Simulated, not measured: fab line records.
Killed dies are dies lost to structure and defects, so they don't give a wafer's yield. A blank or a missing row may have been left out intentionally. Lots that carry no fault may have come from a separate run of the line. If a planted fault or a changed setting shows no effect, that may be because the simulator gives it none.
Which tool did it? | flow n5 finfet | 28 wafers from 10 lots sampled at 5 of the route's 1938 steps

== WHAT EACH GAUGE READ, for each wafer ==
N5_BEOL_M4_RC_MEAS_101.
lot  | measured     | on        | CJ_N
L458 | day 9 11:49  | prober-02 | 4.34 4.25 4.34
L459 | day 9 13:56  | prober-02 | 4.19 4.36 4.26
L461 | day 10 03:13 | prober-01 | 4.39 4.16 4.36
L464 | day 11 01:23 | prober-01 | 4.46 4.40 4.45
L468 | day 12 11:36 | prober-01 | 4.16 4.22
L469 | day 12 17:02 | prober-02 | 4.19 4.22 4.15
L470 | day 11 22:16 | prober-02 | 4.29 4.39
L474 | day 13 03:50 | prober-02 | 4.82 4.82 4.79
L476 | day 14 05:24 | prober-02 | 4.79 4.89 4.87
L478 | day 14 03:56 | prober-02 | 4.79 4.68 4.70

== WHICH TOOL RAN EACH LOT (tool, then ch and the chambers of the sampled wafers, then the start) ==
lot  | N5_ZERO_LAYER_ETCH_17             | N5_WELL_APT_IMPLANT_32         | N5_PMOS_HMC_CHANNEL_EPI_CMP_21 | N5_FIN_SAQP_PECVD_06
L458 | rie diel-01 ch 0,1,2, day 1 18:43 | implanter-02 ch 0, day 1 21:40 | cmp-03 ch 1,2, day 2 01:40     | pecvd-02 ch 1,2, day 2 03:12
L459 | rie diel-01 ch 1,3, day 2 00:52   | implanter-01 ch 0, day 2 03:13 | cmp-03 ch 0,3, day 2 07:47     | pecvd-04 ch 0,2, day 2 09:41
L461 | rie diel-04 ch 0,2,3, day 2 12:53 | implanter-01 ch 0, day 2 15:22 | cmp-04 ch 0,2,3, day 2 19:42   | pecvd-04 ch 0,2, day 2 21:25
L464 | rie diel-01 ch 1,2,3, day 3 06:54 | implanter-02 ch 0, day 3 09:46 | cmp-01 ch 1,2,3, day 3 13:43   | pecvd-04 ch 1,2, day 3 15:12
L468 | rie diel-03 ch 0, day 4 06:43     | implanter-01 ch 0, day 4 09:10 | cmp-03 ch 1,2, day 4 15:42     | pecvd-02 ch 2, day 4 18:17
L469 | rie diel-03 ch 0,1,3, day 4 12:50 | implanter-02 ch 0, day 4 15:25 | cmp-01 ch 0,2,3, day 4 20:09   | pecvd-01 ch 0,1, day 4 22:08
L470 | rie diel-01 ch 0,2, day 4 18:50   | implanter-01 ch 0, day 4 21:19 | cmp-04 ch 2,3, day 5 01:26     | pecvd-02 ch 1,2, day 5 03:48
L474 | rie diel-04 ch 0,1,2, day 5 18:50 | implanter-01 ch 0, day 5 21:17 | cmp-03 ch 1,3, day 6 01:50     | pecvd-02 ch 0,1,2, day 6 03:44
L476 | rie diel-01 ch 0,1,3, day 6 06:44 | implanter-01 ch 0, day 6 09:14 | cmp-03 ch 1,2,3, day 6 13:23   | pecvd-04 ch 0,1, day 6 15:23
L478 | rie diel-03 ch 1,3, day 6 18:50   | implanter-01 ch 0, day 6 21:19 | cmp-04 ch 0,1,2, day 7 01:05   | pecvd-04 ch 0,2, day 7 02:37
- N5_ZERO_LAYER_ETCH_17: etches SiO2 in CF4, target depth 12 nm, time 13.3 s.
- N5_WELL_APT_IMPLANT_32
- N5_PMOS_HMC_CHANNEL_EPI_CMP_21: polishes SiGe30, target thk 54 nm.
- N5_FIN_SAQP_PECVD_06: deposits a-Si from SiH4/He, target thk 60 nm, time 48.1 s.

== THE ANSWER, worked out from the rows above alone ==
Rule: the lots themselves supply what counts as usual. The widest of any qualifying gaps counts: lots, ordered by their means at a reading, are off when they make up no more than a third of the lots, leave a main group of 4 or more, and stand apart from it by 3 or more times the standard deviation of that group's means. A main group is skipped when, at the precision printed for the reading in the tables above, its means are all equal. A lot without any number at a reading at which 4 lots or more have one is off too. The other lots that the step has rows for count as sound.
Off: L474, L476, L478, seen at N5_BEOL_M4_RC_MEAS_101 (CJ_N). The main group: mean 4.29, standard deviation 0.081.
If a tool, at a process step before that reading, ran all the lots that are off and no sound lot after the first of them, it fits. Those tools and the gauges at N5_BEOL_M4_RC_MEAS_101 are tried in the same way. Can't be told from this: 2 tools fit, implanter-01 at N5_WELL_APT_IMPLANT_32, prober-02 at N5_BEOL_M4_RC_MEAS_101.

== WHAT THE SIMULATOR PUT IN ==
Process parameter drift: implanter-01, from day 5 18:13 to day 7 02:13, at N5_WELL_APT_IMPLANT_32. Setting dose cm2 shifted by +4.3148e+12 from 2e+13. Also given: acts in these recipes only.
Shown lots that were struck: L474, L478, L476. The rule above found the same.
